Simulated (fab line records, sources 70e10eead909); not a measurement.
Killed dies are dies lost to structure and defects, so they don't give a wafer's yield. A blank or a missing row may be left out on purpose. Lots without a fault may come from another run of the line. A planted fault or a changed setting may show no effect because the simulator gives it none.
Which tool did it? | flow nand_harc | 13 lots, 39 wafers sampled, at 4 steps of a route of 1302

WHAT THE GAUGES READ, wafer by wafer
NHARC_P_GATE_CD_MEAS_46: target cd 720 nm. Usual: cd_nm 720.3 nm, standard deviation 1.3.
lot  | measured     | on        | cd_nm (nm)        | flag
L870 | day 5 18:08  | cd_sem-02 | 719.6 720.4 718.7 |
L871 | day 6 02:44  | cd_sem-03 | 719.2 721.6 719.6 |
L872 | day 6 07:05  | cd_sem-02 | 719.6 720.2 720.5 |
L875 | day 7 22:43  | cd_sem-01 | 719.2 721.5 717.6 |
L880 | day 9 09:44  | cd_sem-02 | 720.0 719.6 719.3 |
L879 | day 9 10:11  | cd_sem-02 | 721.2 720.2 720.7 |
L882 | day 10 11:42 | cd_sem-03 | 720.6 719.0 720.2 |
L883 | day 10 23:46 | cd_sem-02 | 720.7 721.2 719.1 |
L884 | day 11 14:25 | cd_sem-03 | 719.6 720.9 721.5 |
L890 | day 13 23:41 | cd_sem-01 | 720.8 719.5 720.5 |
L891 | day 14 03:05 | cd_sem-01 | 721.3 719.8 719.2 |
L892 | day 14 23:15 | cd_sem-02 | 721.5 724.9 722.8 |
L893 | day 15 06:31 | cd_sem-01 | 720.5 720.0 719.8 |

NHARC_P_GATE_CD_MEAS_91: target cd 2000 nm. Usual: cd_nm 1999.5 nm, standard deviation 1.3.
lot  | measured     | on        | cd_nm (nm)           | flag
L870 | day 5 21:37  | cd_sem-03 | 2002.0 2001.5 2000.8 |
L871 | day 6 06:27  | cd_sem-01 | 1999.8 1997.8 1999.1 |
L872 | day 6 10:35  | cd_sem-03 | 2000.2 1999.5 1999.0 |
L875 | day 8 01:56  | cd_sem-02 | 2000.1 1997.5 1999.3 |
L880 | day 9 12:57  | cd_sem-01 | 2000.2 2000.9 1999.0 |
L879 | day 9 13:34  | cd_sem-03 | 1999.8 2000.5 2001.8 |
L882 | day 10 15:01 | cd_sem-03 | - - -                | OFF
L883 | day 11 03:14 | cd_sem-01 | 2000.8 2002.3 2000.0 |
L884 | day 11 17:52 | cd_sem-03 | 2000.7 2001.5 2001.3 |
L890 | day 14 03:08 | cd_sem-02 | 2000.5 2001.0 1999.3 |
L891 | day 14 06:28 | cd_sem-02 | 1997.6 1997.6 1998.4 |
L892 | day 15 02:37 | cd_sem-01 | 1998.2 1998.0 1999.1 |
L893 | day 15 09:50 | cd_sem-02 | 2000.1 2000.0 1998.6 |

WHICH TOOL RAN EACH LOT (tool, then ch and the chambers of the sampled wafers, then the start)
lot  | NHARC_P_GATE_DESCUM_61             | NHARC_P_GATE_EXPOSE_88
L870 | rie_diel-13 ch 0,2,3, day 5 20:04  | krf_scanner-01 ch 0, day 5 21:27
L871 | rie_diel-02 ch 0,2,3, day 6 04:56  | krf_scanner-03 ch 0, day 6 06:18
L872 | rie_diel-02 ch 0,1,3, day 6 09:11  | krf_scanner-03 ch 0, day 6 10:26
L875 | rie_diel-09 ch 1,2, day 8 00:31    | krf_scanner-01 ch 0, day 8 01:47
L880 | rie_diel-09 ch 1,2, day 9 11:32    | krf_scanner-03 ch 0, day 9 12:47
L879 | rie_diel-13 ch 1,2,3, day 9 12:08  | krf_scanner-03 ch 0, day 9 13:24
L882 | rie_diel-13 ch 0,3, day 10 13:29   | krf_scanner-01 ch 0, day 10 14:52
L883 | rie_diel-13 ch 0,2,3, day 11 01:42 | krf_scanner-02 ch 0, day 11 03:05
L884 | rie_diel-09 ch 2,3, day 11 16:19   | krf_scanner-01 ch 0, day 11 17:43
L890 | rie_diel-02 ch 0,1,2, day 14 01:30 | krf_scanner-02 ch 0, day 14 02:58
L891 | rie_diel-09 ch 1,2,3, day 14 05:03 | krf_scanner-02 ch 0, day 14 06:19
L892 | rie_diel-09 ch 2,3, day 15 01:06   | krf_scanner-01 ch 0, day 15 02:28
L893 | rie_diel-02 ch 1,2,3, day 15 08:19 | krf_scanner-02 ch 0, day 15 09:41
- NHARC_P_GATE_DESCUM_61: chemistry O2, time 3 s.
- NHARC_P_GATE_EXPOSE_88: exposes mask P HVN, target cd 2000 nm.

WHAT THE TOOLS THEMSELVES READ (means of the sampled wafers that have a number; where no wafer has one, the mark that the record gives instead)
NHARC_P_GATE_DESCUM_61. Usual: chamber_pressure_mTorr 60.00 mTorr, standard deviation 0.053; drypump_motor_current_A 5.9 A, standard deviation 0.41; oes_product_au 1.005 a.u., standard deviation 0.0077; rf_vpp_V 57.9 V, standard deviation 0.77; showerhead_plenum_p_Torr 1.94 Torr, standard deviation 0.088; throttle_valve_pct 11.312 %, standard deviation 0.0093.
lot  | tool        | chamber_pressure_mTorr (mTorr) | drypump_motor_current_A (A) | oes_product_au (a.u.) | rf_vpp_V (V) | showerhead_plenum_p_Torr (Torr) | throttle_valve_pct (%) | flag
L870 | rie_diel-13 | 60.03                          | 6.0                         | 1.001                 | 57.7         | 1.99                            | 11.318                 |
L871 | rie_diel-02 | 59.94                          | 5.6                         | 0.995                 | 58.3         | 1.90                            | 11.317                 |
L872 | rie_diel-02 | 60.01                          | 5.2                         | 1.004                 | 58.0         | 1.91                            | 11.316                 |
L875 | rie_diel-09 | 60.00                          | 5.6                         | 0.997                 | 57.8         | 1.84                            | 11.320                 |
L880 | rie_diel-09 | 59.99                          | 5.9                         | 1.006                 | 57.4         | 1.86                            | 11.303                 |
L879 | rie_diel-13 | 60.00                          | 6.1                         | 1.004                 | 58.3         | 1.95                            | 11.309                 |
L882 | rie_diel-13 | 60.01                          | 6.2                         | 1.008                 | 58.6         | 2.01                            | 11.319                 |
L883 | rie_diel-13 | 60.03                          | 6.0                         | 1.006                 | 57.6         | 1.99                            | 11.308                 |
L884 | rie_diel-09 | 60.01                          | 5.6                         | 1.008                 | 57.8         | 1.86                            | 11.312                 |
L890 | rie_diel-02 | 59.96                          | 5.5                         | 1.006                 | 58.4         | 1.98                            | 11.314                 |
L891 | rie_diel-09 | 60.00                          | 5.9                         | 1.011                 | 57.7         | 1.89                            | 11.319                 |
L892 | rie_diel-09 | 59.98                          | 5.8                         | 1.001                 | 58.3         | 1.91                            | 11.314                 |
L893 | rie_diel-02 | 60.06                          | 5.6                         | 1.008                 | 57.6         | 1.96                            | 11.315                 |

NHARC_P_GATE_EXPOSE_88. Usual: exposure_dose_mJ_cm2 11.871, standard deviation 0.013; reticle_temp_C 23.01 C, standard deviation 0.1.
lot  | tool           | exposure_dose_mJ_cm2 | reticle_temp_C (C) | flag
L870 | krf_scanner-01 | 11.876               | 23.06              |
L871 | krf_scanner-03 | 11.856               | 23.04              |
L872 | krf_scanner-03 | 11.894               | 23.01              |
L875 | krf_scanner-01 | 11.856               | 22.95              |
L880 | krf_scanner-03 | 11.876               | 23.07              |
L879 | krf_scanner-03 | 11.860               | 22.90              |
L882 | krf_scanner-01 | 11.859               | 23.16              |
L883 | krf_scanner-02 | 11.884               | 23.07              |
L884 | krf_scanner-01 | 11.862               | 23.04              |
L890 | krf_scanner-02 | 11.878               | 23.05              |
L891 | krf_scanner-02 | 11.877               | 23.05              |
L892 | krf_scanner-01 | 11.866               | 22.99              |
L893 | krf_scanner-02 | 11.874               | 22.96              |

THE ANSWER, worked out from the rows above alone
Rule: a lot is off if the mean of its wafers that have a number lies more than 3 standard deviations from the usual mean. A lot without any number at a reading at which 4 lots or more have one is off too. The other lots that the step has rows for count as sound. The gauges are gone through in route order, then the tools' own readings, and for those a lot's mean is taken as printed above. The first step at which some lot is off is used, and at that step the reading that is off furthest; a lot without a number counts as furthest.
Off: L882, at NHARC_P_GATE_CD_MEAS_91 (cd_nm). Without a number there: L882.
A tool fits if, at a process step before that reading, it ran every lot that is off, and no sound lot after the first of them. The gauges at NHARC_P_GATE_CD_MEAS_91 are tried like those tools. None of those tried fits.

WHAT THE SIMULATOR HAD PUT IN
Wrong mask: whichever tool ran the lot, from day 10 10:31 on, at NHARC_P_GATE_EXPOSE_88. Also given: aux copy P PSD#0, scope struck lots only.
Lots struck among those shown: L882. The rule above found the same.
